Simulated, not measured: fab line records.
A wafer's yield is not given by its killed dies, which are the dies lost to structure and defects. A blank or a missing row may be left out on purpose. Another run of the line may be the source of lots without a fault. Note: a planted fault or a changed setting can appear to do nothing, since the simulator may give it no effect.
Chamber matching | flow n5 finfet | N5_BEOL_M3_ALD_84 on ald metal-01 has 4 sister chambers
The step deposits TaN, pulse time 2 s, purge time 3 s, co reactant purge time 2 s. 8 wafers are shown with their chamber, then 11 later ones without.

EACH WAFER AND ITS CHAMBER
wafer  | chamber | heater power w (W)
L086.2 | 0       | 411
L086.4 | 3       | 453
L086.5 | 1       | 392
L086.6 | 2       | 433
L092.1 | 3       | 454
L092.2 | 2       | 423
L092.3 | 0       | 405
L092.4 | 1       | 395

WAFERS WITHOUT THEIR CHAMBER
wafer  | heater power w (W)
L092.5 | 410
L092.6 | 457
L093.1 | 456
L093.2 | 406
L093.3 | 417
L093.4 | 400
L093.5 | 402
L093.6 | 379
L096.1 | 424
L096.5 | 410
L096.6 | 404

EACH ONE'S CHAMBER
wafer  | from the rows above     | in truth
L092.5 | 0                       | 0
L092.6 | 3                       | 3
L093.1 | 3                       | 3
L093.2 | 0                       | 0
L093.3 | can't be placed: 0 or 2 | 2
L093.4 | can't be placed: 1 or 0 | 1
L093.5 | can't be placed: 0 or 1 | 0
L093.6 | 1                       | 1
L096.1 | 2                       | 2
L096.5 | 0                       | 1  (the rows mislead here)
L096.6 | can't be placed: 0 or 1 | 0
Correct placement for 6 of the 11. From these rows, 4 cannot be placed; in 4 the true chamber is one of the candidates. 1 placed wrongly.
How it was worked out, from the rows above alone: a wafer's distance from a chamber is the root of the sum, over the readings, of the square of ((its reading less the chamber's mean) divided by the reading's scatter). If the next closest chamber is less than 2 further off than the closest, the wafer can't be placed; otherwise it belongs to the closest. Each chamber's mean is taken over the wafers shown for it. The scatter: take each reading less its chamber's mean, square it, sum over the shown wafers, divide by the number of wafers less the number of chambers, and take the root.
